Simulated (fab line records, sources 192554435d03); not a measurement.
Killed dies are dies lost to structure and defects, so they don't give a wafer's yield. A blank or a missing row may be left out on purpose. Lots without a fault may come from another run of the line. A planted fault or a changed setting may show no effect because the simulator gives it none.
Split-lot experiment | flow n5_finfet | 7 lots, 21 wafers read, on a route of 1938 steps

THE SPLIT
At N5_SD_EPI_P_PEB_07 (peb time 60 s), the setting peb_time_s was moved away from the recipe's 60 s on 6 of the 21 wafers read, by -21.7% to +19.4%. The other wafers ran this setting at the recipe's value.

FROM THE SPLIT TO THE READING: what the file shows between them, 1 step
- N5_SD_EPI_P_DEVELOP_08: develop time 30 s

THE READING
cd_nm, in nm, at N5_SD_EPI_P_CD_MEAS_09 (target cd 240 nm). Fault-free wafers of this fab line usually give 239.9 nm, standard deviation 1 nm.

wafer  | tool, chamber at the split | peb_time_s as run, s | against the recipe | cd_nm, nm | against lot-mates on the recipe
L077.1 | litho_track-03, 0          | 47.01                | -21.7%             | 230.6     | -9.1
L077.3 | litho_track-03, 0          | 60                   | recipe             | 240.3     | -
L077.4 | litho_track-03, 0          | 60                   | recipe             | 239.0     | -
L080.1 | litho_track-04, 0          | 52.57                | -12.4%             | 236.4     | -4.4
L080.3 | litho_track-04, 0          | 52.57                | -12.4%             | 236.2     | -4.6
L080.4 | litho_track-04, 0          | 60                   | recipe             | 240.8     | -
L082.1 | litho_track-03, 0          | 60                   | recipe             | 239.7     | -
L082.4 | litho_track-03, 0          | 66.77                | +11.3%             | 242.9     | +3.2
L082.6 | litho_track-03, 0          | 66.77                | +11.3%             | 242.6     | +2.9
L086.2 | litho_track-03, 0          | 60                   | recipe             | 239.7     | -
L086.4 | litho_track-03, 0          | 60                   | recipe             | 238.7     | -
L086.6 | litho_track-03, 0          | 60                   | recipe             | 238.8     | -
L091.1 | litho_track-03, 0          | 60                   | recipe             | 237.9     | -
L091.2 | litho_track-03, 0          | 60                   | recipe             | 237.9     | -
L091.3 | litho_track-03, 0          | 60                   | recipe             | 237.2     | -
L094.3 | litho_track-03, 0          | 60                   | recipe             | 238.8     | -
L094.5 | litho_track-03, 0          | 60                   | recipe             | 238.6     | -
L094.6 | litho_track-03, 0          | 60                   | recipe             | 238.2     | -
L095.2 | litho_track-03, 0          | 60                   | recipe             | 239.8     | -
L095.3 | litho_track-03, 0          | 71.65                | +19.4%             | 245.8     | +6.8
L095.6 | litho_track-03, 0          | 60                   | recipe             | 238.3     | -

THE FIT
A straight line over all 21 wafers: cd_nm changes by +0.331 nm for each +1% of peb_time_s; r = +0.94; the points scatter about the line by 1 nm.
The same after taking each lot's own level away (the mean of its wafers on the recipe; 21 wafers): +0.36 nm for each +1%; r = +0.98; scatter 0.57 nm.
On that fit, the largest move of peb_time_s shifts the reading by 7.8 nm.
The lots' own levels span 237.67 to 240.80 nm, that is 3.1 times the standard deviation above.
So the lot-to-lot level changes the slope little: the two slopes agree.
Check: with one of the wafers moved furthest among these (-21.7%) left out of the fit, the line predicts -7.32 nm for it against its lot-mates. It came out at -9.05 nm against them.

OTHER SPLITS ON THESE WAFERS
These wafers also went through other splits before the reading. Each is held against what the fit with the lots' levels taken away leaves over:
other split on the same wafers | wafers away from the commonest value | r with cd_nm (lot level and that fit taken away)
N5_SD_EPI_N_EXPOSE_06 dose_mj  | 7                                    | +0.07
N5_SD_EPI_P_COAT_34 spin_rpm   | 9                                    | -0.29

THE WHOLE CHAIN: every reading that the file lists as answering this split, in the file's order
step                   | what it does                                           | reading                                                         | change (the file's fit)               | r (the file's)
N5_SD_EPI_P_CD_MEAS_09 | target cd 240 nm                                       | cd_nm                                                           | +0.369 nm for each +1% of the setting | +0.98
N5_SD_EPI_P_DESCUM_14  | chemistry O2, time 7.9 s                               | SD_EPI_P.cd_nm (the simulator's own value, which no gauge read) | +0.371 nm for each +1% of the setting | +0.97
N5_SD_EPI_P_ETCH_36    | etches SiARC in CF4, target depth 45.5 nm, time 75.8 s | SD_EPI_P.cd_nm (the simulator's own value, which no gauge read) | +0.363 nm for each +1% of the setting | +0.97

THE FILE'S OWN FIT
cd_nm changes by +0.369 nm for each +1% of peb_time_s, r = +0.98.
